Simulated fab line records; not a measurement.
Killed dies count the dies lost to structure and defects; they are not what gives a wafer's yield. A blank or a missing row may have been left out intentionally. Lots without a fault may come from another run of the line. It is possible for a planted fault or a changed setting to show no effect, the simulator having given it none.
fab line records | flow nand_harc
record: lots: 12 | wafers: 36 | last_day: 25
route steps=1159 shown P_GATE@150 END@1159
lots that met no fault: from a run of the same line without faults
start_h: hours from the record's first day to the start of the lot's first wafer shown | wait_h: hours elapsed since this lot's preceding step | " identical to the entry in the row above | L1.1+2: several wafers, shown together as one row | - value missing, or start not given | * or withheld: withheld | < > ~ a bound
route shown NAME@n: a module of which the file shows steps, and the number in the route of the first | usual: average and standard deviation across the fault-free wafers | same: alike in all rows | chamber/n: place in a boat | sites: per-site readings | _std_site: their standard deviation | _edge_site: outer sites' mean less inner sites' | radius_mm: how far each site lies from the wafer's centre | mask NAME#n: copy n | behind: the last tool/chamber to shape the wafer | hold: the reason the lot was held/the length of the hold in hours/how it ended | device: names the non-switching transistor (n, p or np) | end of line: the route-end tests of the same wafers | step lacking rows: just its recipe | killed: dies lost to structure and defects at the first sort, not the wafer's yield | map: a wafer's dies, x killed, . not, _ none there
set.NAME: the setting as run; set.NAME@STEP: as run at that earlier step | model.NAME: the simulator's own value behind a step, which no gauge read
route steps across a sampled set of lots; one table per step, one row per wafer
services: when a tool's chamber went out of use (start_h, in hours from the record's first day, below 0 if earlier), for how many hours, and the reason
== steps ==
step: NHARC_P_GATE_STRIP_108
recipe: o2_flow_sccm: 500 | ar_flow_sccm: 0 | bias_w: 0 | chemistry: O2
usual: chamber_pressure_mTorr: 60.00/0.057 | drypump_motor_current_A: 5.7/0.46 | oes_product_au: 1.002/0.015 | rf_vpp_V: 57.8/0.87 | showerhead_plenum_p_Torr: 3.49/0.15 | throttle_valve_pct: 17.037/0.0097
lot.wafer | tool        | chamber | start_h | wait_h | chamber_pressure_mTorr | drypump_motor_current_A | oes_product_au | rf_hours_counter_h | rf_vpp_V | showerhead_plenum_p_Torr | throttle_valve_pct
L483.1    | rie_diel-03 | 3       | 101.44  | -      | 59.94                  | 6.5                     | 1.006          | 11                 | 58.0     | 3.39                     | 17.046
L483.4    | "           | 0       | "       | "      | 60.11                  | 5.9                     | 0.992          | 11                 | 59.8     | 3.46                     | 17.032
L483.6    | "           | 3       | "       | "      | 59.99                  | 6.5                     | 1.007          | -                  | 56.4     | 3.39                     | 17.034
L484.3    | rie_diel-03 | 0       | 105.54  | -      | 60.02                  | 5.8                     | 0.998          | 11                 | 58.1     | 3.46                     | 17.027
L484.5    | "           | 0       | "       | "      | 60.06                  | 5.9                     | 0.992          | -                  | 59.0     | 3.46                     | 17.044
L484.6    | "           | 1       | "       | "      | 60.07                  | 5.4                     | 0.986          | -                  | 59.4     | 3.78                     | 17.042
L486.1    | rie_diel-13 | 2       | 121.11  | -      | 60.02                  | 5.0                     | 1.001          | 4                  | 55.9     | 3.50                     | 17.040
L486.2    | "           | 0       | "       | "      | 59.95                  | 6.2                     | 1.004          | 4                  | 56.7     | 3.38                     | 17.021
L486.5    | "           | 1       | "       | "      | 60.04                  | 6.0                     | 1.006          | -                  | 56.7     | 3.47                     | 17.034
L487.3    | rie_diel-03 | 3       | 128.92  | -      | 60.02                  | 6.5                     | 1.013          | 17                 | 57.6     | 3.39                     | 17.033
L487.1    | "           | 0       | "       | "      | 59.97                  | 5.9                     | 0.990          | 15                 | 56.9     | 3.46                     | 17.046
L487.2    | "           | 2       | "       | "      | 60.10                  | 5.8                     | 1.013          | 17                 | 57.3     | 3.57                     | 17.042
L489.3    | rie_diel-03 | 1       | 135.73  | -      | 60.03                  | 5.4                     | 0.996          | 17                 | 57.2     | 3.78                     | 17.047
L489.4    | "           | 2       | "       | "      | 60.09                  | 5.8                     | 1.006          | 18                 | 57.9     | 3.57                     | 17.026
L489.5    | "           | 1       | "       | "      | 60.12                  | 5.4                     | 0.998          | -                  | 57.4     | 3.78                     | 17.030
L490.3    | rie_diel-08 | 3       | 139.43  | -      | 59.91                  | 5.3                     | 1.013          | 2                  | 59.1     | 3.32                     | 17.026
L490.2    | "           | 0       | "       | "      | 60.08                  | 5.5                     | 1.030          | 3                  | 57.9     | 3.41                     | 17.054
L490.5    | "           | 0       | "       | "      | 60.02                  | 5.5                     | 1.028          | -                  | 57.9     | 3.41                     | 17.042
L492.1    | rie_diel-08 | 2       | 151.99  | -      | 59.92                  | 5.0                     | 0.979          | 8                  | 58.2     | 3.39                     | 17.038
L492.3    | "           | 0       | "       | "      | 59.94                  | 5.4                     | 1.027          | 8                  | 56.6     | 3.40                     | 17.039
L492.2    | "           | 1       | "       | "      | 60.04                  | 6.0                     | 1.021          | 9                  | 57.0     | 3.35                     | 17.029
L491.2    | rie_diel-08 | 3       | 152.25  | -      | 60.09                  | 5.3                     | 1.009          | 8                  | 56.2     | 3.32                     | 17.025
L491.1    | "           | 1       | "       | "      | 59.97                  | 6.0                     | 1.031          | 9                  | 58.2     | 3.35                     | 17.033
L491.6    | "           | 2       | "       | "      | 60.02                  | 5.0                     | 0.978          | -                  | 57.0     | 3.39                     | 17.050
L495.3    | rie_diel-03 | 1       | 172.98  | -      | 59.96                  | 5.4                     | 1.002          | 23                 | 57.7     | 3.77                     | 17.034
L495.1    | "           | 0       | "       | "      | 59.90                  | 5.8                     | 0.996          | 21                 | 59.2     | 3.45                     | 17.053
L495.5    | "           | 1       | "       | "      | 60.11                  | 5.4                     | 1.007          | -                  | 57.8     | 3.77                     | 17.040
L497.3    | rie_diel-13 | 3       | 179.70  | -      | 60.02                  | 6.2                     | 0.987          | 25                 | 58.3     | 3.79                     | 17.032
L497.2    | "           | 0       | "       | "      | 59.89                  | 6.2                     | 1.007          | 26                 | 57.2     | 3.37                     | 17.023
L497.6    | "           | 2       | "       | "      | 60.03                  | 5.0                     | 0.993          | -                  | 56.4     | 3.48                     | 17.044
L503.3    | rie_diel-08 | 2       | 224.29  | -      | 60.05                  | 5.0                     | 0.980          | 32                 | 58.2     | 3.37                     | 17.032
L503.5    | "           | 3       | "       | "      | 59.98                  | 5.3                     | 1.011          | -                  | 56.8     | 3.31                     | 17.046
L503.6    | "           | 0       | "       | "      | 60.07                  | 5.4                     | 1.016          | -                  | 58.2     | 3.39                     | 17.046
L504.1    | rie_diel-03 | 1       | 224.34  | -      | 60.04                  | 5.4                     | 1.008          | 0                  | 59.2     | 3.77                     | 17.050
L504.5    | "           | 3       | "       | "      | 60.04                  | 6.5                     | 1.011          | -                  | 58.2     | 3.38                     | 17.015
L504.6    | "           | 0       | "       | "      | 60.02                  | 5.9                     | 0.997          | -                  | 57.0     | 3.45                     | 17.032
step: NHARC_P_GATE_STRIP_111
recipe: power_w: 1500 | temp_c: 110 | time_s: 250 | chemistry: N2/H2
usual: drypump_motor_current_A: 5.6/0.47 | heater_power_w: 94/5.6
lot.wafer | tool            | chamber | start_h | wait_h | drypump_motor_current_A | heater_power_w | rf_hours_counter_h
L483.1    | plasma_asher-01 | 0       | 113.12  | 0.2    | 4.9                     | 94             | 2
L483.4    | "               | 1       | "       | "      | 5.7                     | 101            | -
L483.6    | "               | 0       | "       | "      | 4.9                     | 94             | -
L484.3    | plasma_asher-01 | 0       | 117.32  | 0.3    | 5.0                     | 92             | -
L484.6    | "               | 0       | "       | "      | 5.0                     | 92             | -
L484.5    | "               | 1       | "       | "      | 5.7                     | 101            | -
L486.1    | plasma_asher-01 | 1       | 132.78  | 0.2    | 5.8                     | 100            | 8
L486.2    | "               | 0       | "       | "      | 4.9                     | 92             | 8
L486.5    | "               | 1       | "       | "      | 5.8                     | 101            | -
L487.2    | plasma_asher-01 | 0       | 140.54  | 0.2    | 4.9                     | 93             | 11
L487.1    | "               | 1       | "       | "      | 5.7                     | 100            | 11
L487.3    | "               | 1       | "       | "      | 5.7                     | 99             | -
L489.4    | plasma_asher-01 | 1       | 147.53  | 0.2    | 5.7                     | 98             | -
L489.3    | "               | 0       | "       | "      | 5.0                     | 94             | -
L489.5    | "               | 0       | "       | "      | 5.0                     | 92             | -
L490.2    | plasma_asher-02 | 0       | 151.01  | 0.2    | 6.2                     | 84             | 44
L490.3    | "               | 1       | "       | "      | 5.8                     | 94             | -
L490.5    | "               | 1       | "       | "      | 5.9                     | 96             | -
L492.2    | plasma_asher-01 | 1       | 163.52  | 0.2    | 5.8                     | 101            | 19
L492.1    | "               | 0       | "       | "      | 4.9                     | 91             | 19
L492.3    | "               | 0       | "       | "      | 4.9                     | 92             | -
L491.2    | plasma_asher-01 | 1       | 164.08  | 0.2    | 5.7                     | 98             | 19
L491.1    | "               | 0       | "       | "      | 5.0                     | 95             | 19
L491.6    | "               | 0       | "       | "      | 4.9                     | 93             | -
L495.1    | plasma_asher-01 | 0       | 184.86  | 0.3    | 4.9                     | 93             | 28
L495.3    | "               | 0       | "       | "      | 4.9                     | 91             | -
L495.5    | "               | 0       | "       | "      | 5.0                     | 93             | -
L497.2    | plasma_asher-01 | 0       | 191.35  | 0.2    | 5.0                     | 94             | 32
L497.3    | "               | 1       | "       | "      | 5.7                     | 99             | -
L497.6    | "               | 0       | "       | "      | 4.9                     | 92             | -
L503.3    | plasma_asher-01 | 0       | 236.12  | 0.3    | 5.0                     | 93             | -
L503.5    | "               | 1       | "       | "      | 5.8                     | 97             | -
L503.6    | "               | 0       | "       | "      | 5.0                     | 91             | -
L504.1    | plasma_asher-02 | 1       | 236.13  | 0.2    | 5.9                     | 93             | 15
L504.6    | "               | 1       | "       | "      | 5.9                     | 95             | -
L504.5    | "               | 0       | "       | "      | 6.2                     | 84             | -
step: NHARC_P_GATE_EXPOSE_56
recipe: na: 0.6 | target_cd_nm: 720 | dose_mj: 14.81 | mask_id: P_PSD
lot.wafer  | tool           | chamber | start_h | wait_h | mask
L483.1+4+6 | krf_scanner-04 | 0       | 114.06  | -      | P_PSD#0
L484.3+5+6 | krf_scanner-03 | 0       | 118.30  | -      | P_PSD#0
L486.1+2+5 | krf_scanner-04 | 0       | 133.84  | -      | P_PSD#0
L487.1+2+3 | krf_scanner-02 | 0       | 141.60  | -      | P_PSD#0
L489.3+4+5 | krf_scanner-03 | 0       | 148.51  | -      | P_PSD#0
L490.2+3+5 | krf_scanner-04 | 0       | 152.08  | -      | P_PSD#0
L492.1+2+3 | krf_scanner-02 | 0       | 164.61  | -      | P_PSD#0
L491.1+2+6 | krf_scanner-02 | 0       | 165.03  | -      | P_PSD#0
L495.1+3+5 | krf_scanner-02 | 0       | 185.87  | -      | P_PSD#0
L497.2+3+6 | krf_scanner-04 | 0       | 192.42  | -      | P_PSD_R1#0
L503.3+5+6 | krf_scanner-04 | 0       | 237.05  | -      | P_PSD#0
L504.1+5+6 | krf_scanner-02 | 0       | 237.21  | -      | P_PSD#0
step: NHARC_P_GATE_CD_MEAS_59
recipe: target_cd_nm: 720 | landing_energy_ev: 500
usual: cd_nm: 718.5/2.6
lot.wafer | tool      | chamber | start_h | wait_h | cd_nm
L483.1    | cd_sem-02 | 0       | 114.23  | -      | 714.7
L483.4    | "         | 0       | "       | "      | 715.2
L483.6    | "         | 0       | "       | "      | 717.4
L484.3    | cd_sem-01 | 0       | 118.45  | -      | 720.8
L484.5    | "         | 0       | "       | "      | 717.7
L484.6    | "         | 0       | "       | "      | 722.2
L486.1    | cd_sem-01 | 0       | 134.00  | -      | 716.3
L486.2    | "         | 0       | "       | "      | 717.7
L486.5    | "         | 0       | "       | "      | 717.1
L487.1    | cd_sem-03 | 0       | 141.76  | -      | 721.5
L487.2    | "         | 0       | "       | "      | 720.7
L487.3    | "         | 0       | "       | "      | 719.7
L489.3    | cd_sem-01 | 0       | 148.66  | -      | 714.8
L489.4    | "         | 0       | "       | "      | 715.7
L489.5    | "         | 0       | "       | "      | 715.8
L490.2    | cd_sem-03 | 0       | 152.23  | -      | 718.5
L490.3    | "         | 0       | "       | "      | 716.7
L490.5    | "         | 0       | "       | "      | 716.5
L492.1    | cd_sem-02 | 0       | 164.76  | -      | 715.4
L492.2    | "         | 0       | "       | "      | 721.4
L492.3    | "         | 0       | "       | "      | 723.1
L491.1    | cd_sem-01 | 0       | 165.19  | -      | 718.9
L491.2    | "         | 0       | "       | "      | 721.2
L491.6    | "         | 0       | "       | "      | 718.8
L495.1    | cd_sem-02 | 0       | 186.03  | -      | 720.6
L495.3    | "         | 0       | "       | "      | 719.3
L495.5    | "         | 0       | "       | "      | 719.5
L497.2    | cd_sem-03 | 0       | 192.58  | -      | 741.3
L497.3    | "         | 0       | "       | "      | 741.9
L497.6    | "         | 0       | "       | "      | 740.1
L503.3    | cd_sem-03 | 0       | 237.20  | -      | 720.9
L503.5    | "         | 0       | "       | "      | 718.0
L503.6    | "         | 0       | "       | "      | 716.3
L504.1    | cd_sem-03 | 0       | 237.37  | -      | 716.1
L504.5    | "         | 0       | "       | "      | 715.6
L504.6    | "         | 0       | "       | "      | 718.9
step: NHARC_P_GATE_STRIP_76
recipe: power_w: 1500 | temp_c: 250 | chemistry: O2
usual: drypump_motor_current_A: 5.6/0.47 | heater_power_w: 350/21
lot.wafer | tool            | chamber | start_h | wait_h | drypump_motor_current_A | heater_power_w | rf_hours_counter_h
L483.1    | plasma_asher-01 | 0       | 115.09  | 0.2    | 4.9                     | 339            | 2
L483.4    | "               | 0       | "       | "      | 4.9                     | 342            | -
L483.6    | "               | 0       | "       | "      | 5.0                     | 339            | -
L484.3    | plasma_asher-02 | 0       | 119.27  | 0.2    | 6.2                     | 318            | -
L484.6    | "               | 0       | "       | "      | 6.2                     | 312            | -
L484.5    | "               | 1       | "       | "      | 5.9                     | 358            | -
L486.2    | plasma_asher-01 | 0       | 134.79  | 0.2    | 5.0                     | 347            | 9
L486.1    | "               | 1       | "       | "      | 5.8                     | 368            | 9
L486.5    | "               | 1       | "       | "      | 5.8                     | 383            | -
L487.1    | plasma_asher-01 | 0       | 142.58  | 0.2    | 4.9                     | 347            | 12
L487.2    | "               | 1       | "       | "      | 5.8                     | 385            | 12
L487.3    | "               | 1       | "       | "      | 5.8                     | 371            | -
L489.4    | plasma_asher-02 | 0       | 149.51  | 0.2    | 6.2                     | 313            | -
L489.3    | "               | 1       | "       | "      | 5.9                     | 368            | -
L489.5    | "               | 0       | "       | "      | 6.2                     | 315            | -
L490.2    | plasma_asher-01 | 0       | 153.04  | 0.2    | 4.9                     | 348            | 15
L490.3    | "               | 0       | "       | "      | 4.9                     | 339            | -
L490.5    | "               | 0       | "       | "      | 5.0                     | 340            | -
L492.2    | plasma_asher-01 | 0       | 165.62  | 0.2    | 5.0                     | 345            | 20
L492.1    | "               | 1       | "       | "      | 5.7                     | 373            | 20
L492.3    | "               | 0       | "       | "      | 4.9                     | 351            | -
L491.1    | plasma_asher-01 | 1       | 166.23  | 0.2    | 5.7                     | 371            | 21
L491.2    | "               | 0       | "       | "      | 4.9                     | 341            | 21
L491.6    | "               | 1       | "       | "      | 5.7                     | 368            | -
L495.1    | plasma_asher-01 | 1       | 186.88  | 0.2    | 5.7                     | 377            | 30
L495.3    | "               | 1       | "       | "      | 5.7                     | 381            | -
L495.5    | "               | 1       | "       | "      | 5.8                     | 370            | -
L497.2    | plasma_asher-02 | 0       | 193.37  | 0.2    | 6.2                     | 317            | 0
L497.3    | "               | 0       | "       | "      | 6.2                     | 321            | -
L497.6    | "               | 0       | "       | "      | 6.2                     | 320            | -
L503.3    | plasma_asher-02 | 0       | 238.01  | 0.2    | 6.2                     | 317            | -
L503.6    | "               | 0       | "       | "      | 6.2                     | 328            | -
L503.5    | "               | 1       | "       | "      | 5.9                     | 358            | -
L504.1    | plasma_asher-01 | 0       | 238.17  | 0.2    | 5.0                     | 348            | 48
L504.5    | "               | 1       | "       | "      | 5.8                     | 381            | -
L504.6    | "               | 0       | "       | "      | 4.9                     | 345            | -
step: NHARC_END_SORT_01
recipe: temp_c: 25
usual: killed_at_array: 27/11 | killed_at_other: 0.7/1.1 | killed_at_periphery: 3.6/2.4 | killed_dies: 32/11 | killed_open: 3.3/1.8 | killed_short: 2.1/1.5
same: gross_dies: 677
lot.wafer | tool      | chamber | start_h | wait_h | killed_at_array | killed_at_other | killed_at_periphery | killed_dies | killed_open | killed_short
L491.2    | prober-02 | 0       | 502.92  | 2.8    | 39              | 0               | 5                   | 44          | 5           | 1
killed by level:class
L491.2 A_SLIT:chamber_film_flake=21 A_CHANNEL_HOLE_D1:chamber_film_flake=5 P_ZERO_WELL:chamber_film_flake=4 A_M0:geometric_particle:open=3 A_WL_FILL:chamber_film_flake=3 A_CONTACT:chamber_film_flake=3 A_SOURCE_PLATE:geometric_particle:open=1 A_BLC:geometric_particle:short=1
== services ==
tool            | chamber | start_h | hours | kind
rie_diel-08     | 2       | 82.05   | 8.5   | repair
krf_scanner-03  | -       | 90.23   | 0.5   | repair
rie_diel-03     | 0       | 96.32   | -     | clean
rie_diel-03     | 1       | 96.32   | -     | clean
plasma_asher-01 | -       | 99.00   | 9.0   | pm
plasma_asher-01 | 0       | 99.00   | 9.0   | vent_cycle
plasma_asher-01 | 1       | 99.00   | 9.0   | vent_cycle
rie_diel-13     | -       | 99.04   | 9.0   | pm
rie_diel-08     | 0       | 107.52  | 1.8   | repair
plasma_asher-01 | 0       | 108.00  | -     | clean
plasma_asher-01 | 1       | 108.00  | -     | clean
rie_diel-08     | -       | 124.98  | 9.0   | pm
krf_scanner-04  | -       | 146.27  | 4.0   | pm
rie_diel-03     | 0       | 146.55  | 8.5   | repair
krf_scanner-02  | -       | 146.58  | 2.1   | repair
rie_diel-03     | 3       | 147.82  | 10.4  | repair
plasma_asher-02 | -       | 152.71  | 2.3   | repair
plasma_asher-02 | -       | 163.33  | 7.7   | repair
krf_scanner-03  | -       | 168.00  | 4.0   | pm
plasma_asher-02 | -       | 183.00  | 9.0   | pm
krf_scanner-03  | -       | 188.82  | 7.6   | repair
krf_scanner-02  | -       | 210.00  | 4.0   | pm
rie_diel-03     | -       | 215.31  | 9.0   | pm
rie_diel-08     | 0       | 230.90  | 4.1   | repair
== key ==
first_sign: step: NHARC_P_GATE_EXPOSE_56 | reading: mask | direction: changed
effect: step: NHARC_P_GATE_CD_MEAS_59 | reading: cd_nm | direction: up | sigmas: 8.7 | usual: 718.5 | struck: 741.1
met_at NHARC_P_GATE_EXPOSE_56
struck_lots L497
tester_left_out L497
not_acting_at NHARC_P_GATE_STRIP_108,NHARC_P_GATE_STRIP_111,NHARC_P_GATE_STRIP_76
onset_between 152.08 192.42
fault: kind: wrong_mask | tool: any | chamber: - | onset_h: 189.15 | steps: NHARC_P_GATE_EXPOSE_56 | aux_copy: P_PSD_R1#0 | cd_offset_nm: 21.257 | scope: struck_lots_only
tester_left_out: of these lots the tester's yield and bins aren't shown, on N5 and GAA mostly nor the transistor test; their killed dies are dies lost to structure and defects alone, not to doping, threshold or leakage, so they don't give the yield
